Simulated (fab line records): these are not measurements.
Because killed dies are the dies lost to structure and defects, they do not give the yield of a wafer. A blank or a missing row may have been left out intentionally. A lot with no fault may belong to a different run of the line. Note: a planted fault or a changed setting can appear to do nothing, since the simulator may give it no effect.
Lot-split experiment | flow n5 finfet | on a route of 1938 steps: 7 lots, 21 wafers read

== THE SPLIT ==
At N5_FIN_SAQP_ALD_61 (deposits SiO2, target thk 4 nm, pulse time 1 s, purge time 2 s), the setting temp c was moved away from the recipe's 300 C on 7 of the 21 wafers read, by -3.8% to +4.0%. The other wafers ran this setting at the recipe's value.

The reading comes from the split's own step.

== THE READING ==
SiO2_of_FIN_SAQP_ALD_61.thk nm (the simulator's own value, which no gauge read), in nm, at N5_FIN_SAQP_ALD_61 (deposits SiO2, target thk 4 nm, pulse time 1 s, purge time 2 s). The file gives no usual value for it. Average 4.004 nm, standard deviation 0.013 nm, over the 14 wafers here run with the recipe.

wafer  | tool, chamber at the split | temp c as run, C | against the recipe | SiO2_of_FIN_SAQP_ALD_61.thk nm, nm | against lot-mates on the recipe
L075.1 | ald sin-01, 0              | 290              | -3.3%              | 4.149                              | +0.156
L075.4 | ald sin-01, 2              | 300              | recipe             | 3.993                              | -
L075.5 | ald sin-01, 3              | 290              | -3.3%              | 4.163                              | +0.170
L077.2 | ald sin-03, 1              | 300              | recipe             | 3.978                              | -
L077.3 | ald sin-03, 0              | 312.1            | +4.0%              | 3.923                              | -0.055
L077.5 | ald sin-03, 1              | 312.1            | +4.0%              | 3.92                               | -0.058
L078.2 | ald sin-04, 0              | 300              | recipe             | 4.01                               | -
L078.4 | ald sin-04, 3,1            | 300              | recipe             | 4.004                              | -
L078.5 | ald sin-04, 3,1            | 300              | recipe             | 4.004                              | -
L083.2 | ald sin-01, 1              | 300              | recipe             | 4.002                              | -
L083.4 | ald sin-01, 3              | 300              | recipe             | 4.001                              | -
L083.6 | ald sin-01, 1              | 300              | recipe             | 4.005                              | -
L088.1 | ald sin-03, 2              | 300              | recipe             | 4.039                              | -
L088.4 | ald sin-03, 0              | 300              | recipe             | 4.006                              | -
L088.5 | ald sin-03, 0              | 300              | recipe             | 4.009                              | -
L090.3 | ald sin-04, 3              | 306.8            | +2.3%              | 3.971                              | -0.027
L090.5 | ald sin-04, 2              | 300              | recipe             | 3.986                              | -
L090.6 | ald sin-04, 3              | 300              | recipe             | 4.011                              | -
L092.1 | ald sin-03, 0              | 300              | recipe             | 4.002                              | -
L092.2 | ald sin-03, 3              | 288.6            | -3.8%              | 4.174                              | +0.172
L092.5 | ald sin-03, 2              | 288.6            | -3.8%              | 4.193                              | +0.191
The file does not say which wafer passed through which chamber wherever a row lists several chambers: such a row stands for several wafers.

FIT RESULTS
A straight line over all 21 wafers: SiO2_of_FIN_SAQP_ALD_61.thk nm changes by -0.0344 nm for each +1% of temp c; r = -0.94; the points scatter about the line by 0.027 nm.
The same after taking each lot's own level away (the mean of its wafers on the recipe; 21 wafers): -0.0327 nm for each +1%; r = -0.91; scatter 0.031 nm.
According to that fit, moving temp c by its largest amount changes the reading by 0.13 nm.
Measured against the standard deviation above, the lots' own levels, which go from 3.9780 to 4.0180 nm, span 3.0 times it.
The two slopes are in agreement: the lot-to-lot level therefore moves the slope only a little.
Check: for one of the wafers moved furthest among these (+4.0%), held out of the fit, the line's prediction against its lot-mates is -0.131 nm. Against them it came out at -0.055 nm.

== ADDITIONAL SPLITS CARRIED BY THESE WAFERS ==
Other splits were also applied to these wafers ahead of the reading. Each is held against what the fit with the lots' levels taken away leaves over:
other split on the same wafers  | wafers away from the commonest value | r with SiO2_of_FIN_SAQP_ALD_61.thk nm (lot level and that fit taken away)
N5_ZERO_LAYER_EXPOSE_08 dose mj | 7                                    | -0.64
N5_ZERO_LAYER_PEB_09 peb time s | as run: not given for these wafers   | -

== THE FILE'S OWN FIT ==
SiO2_of_FIN_SAQP_ALD_61.thk nm changes by -0.0325 nm for each +1% of temp c, r = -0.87.
